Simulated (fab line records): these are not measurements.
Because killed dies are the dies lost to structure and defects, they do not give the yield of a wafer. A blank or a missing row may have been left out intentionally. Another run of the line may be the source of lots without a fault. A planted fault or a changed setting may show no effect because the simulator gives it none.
Comparing a struck lot with a sound one || flow nand harc || 13 steps out of a route of 1159
Sound: the wafers L804.1, L804.5, L804.6. The struck wafers were L806.3, L806.4, L806.5. Last of all comes the cause.
Order at every step that has rows: each side's tool, ch and its chambers, its first start. Under that, the readings that differ: sound wafers || struck wafers || difference of the means || sigmas: that difference in standard deviations of wafers without a fault.
alike: readings whose means differ by less than 2 such deviations, and words and numbers that are the same on both sides. not compared: withheld readings, readings that some wafer has no value for, bounds like >300 that may hide the same value, and numbers for which the record gives no deviation and whose values overlap.
A row with sigmas, a row that says differs or no value, or rows on one side alone: a step with any of these is where the two part. Numbers that don't overlap but have no deviation are shown without sigmas and don't part them. Lack of a reading on every wafer of one side parts them only where that side has two or more wafers.

NHARC_A_CHANNEL_FILL_D1_ALD_16: deposits SiO2, target thk 1.5 nm, pulse time 10 s, ald cycles 15.
  sound on ald hk-04 ch 1,2,3, day 9 20:32; struck on ald hk-01 ch 1,2, day 10 04:53
  alike: heater power w, precursor pulse height rel
then, 2 steps without rows for these wafers: NHARC_A_CHANNEL_FILL_D1_ANNEAL_17 (time 1800 s); NHARC_A_CHANNEL_FILL_D1_CVD_18 (deposits poly-Si, target thk 3 nm).
NHARC_A_CHANNEL_FILL_D1_ETCHBACK_19: etches the open film in HBr/Cl2, target depth 5 nm, time 1.7 s.
  sound on rie si-02 ch 0,2,3, day 10 09:01; struck on rie si-02 ch 0,1, day 10 16:38
  alike: bias w, chamber pressure mTorr, drypump motor current A, he backside leak sccm, mfc cl2 sccm, oes product au, throttle valve pct
  not compared: rf hours counter h
NHARC_A_CHANNEL_FILL_D1_ETCHBACK_20: etches the open film in C4F8/O2/Ar, target depth 27 nm, time 13.5 s.
  sound on rie diel-05 ch 0,1,2, day 10 09:09; struck on rie diel-05 ch 2,3, day 10 16:46
  alike: bias w, chamber pressure mTorr, oes product au, rf vpp V
  not compared: rf hours counter h
NHARC_A_CHANNEL_FILL_D1_STRIP_28: strips in O2, time 20 s.
  sound on rie diel-05 ch 2,3, day 10 09:13; struck on rie diel-05 ch 2,3, day 10 16:52
  alike: drypump motor current A, oes product au, rf vpp V, showerhead plenum p Torr, throttle valve pct
  not compared: rf hours counter h
then, 5 steps without rows for these wafers: NHARC_A_CHANNEL_FILL_D1_PRECLEAN_21 (cleans in dHF, time 30 s); NHARC_A_CHANNEL_FILL_D1_SRD_23; NHARC_A_CHANNEL_FILL_D1_CVD_05 (deposits poly-Si, target thk 5 nm); NHARC_A_CHANNEL_FILL_D1_ANNEAL_22 (time 7200 s); NHARC_A_CHANNEL_FILL_D1_ALD_25 (deposits SiOx, target thk 60 nm, pulse time 10 s, ald cycles 600).
NHARC_A_CHANNEL_FILL_D1_ETCHBACK_08: etches the open film in C4F8, target depth 220 nm, time 110 s.
  sound on rie diel-01 ch 1,2, day 11 02:15; struck on rie diel-05 ch 0,2, day 11 13:51
  no value came back on the struck wafers for chamber pressure mTorr (mTorr), oes product au (a.u.), rf vpp V (V); on the sound wafers chamber pressure mTorr (mTorr) reads 25.004 24.972 24.922
  not compared: rf hours counter h
NHARC_A_CHANNEL_FILL_D1_STRIP_29: strips in O2, time 20 s.
  sound on rie diel-01 ch 1,2,3; struck on rie diel-05 ch 0,2, day 11 13:59
  alike: drypump motor current A, oes product au, rf vpp V, showerhead plenum p Torr, throttle valve pct
  not compared: rf hours counter h

== WHERE THEY PART ==
NHARC_A_CHANNEL_FILL_D1_ETCHBACK_08 only, going by this record. Later steps at which nothing parts them and some readings are alike: NHARC_A_CHANNEL_FILL_D1_STRIP_29.

WHY: what the simulator had put in
Step skipped in full: rie diel-05, at NHARC_A_CHANNEL_FILL_D1_ETCHBACK_08, from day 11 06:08 onward. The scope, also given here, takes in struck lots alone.
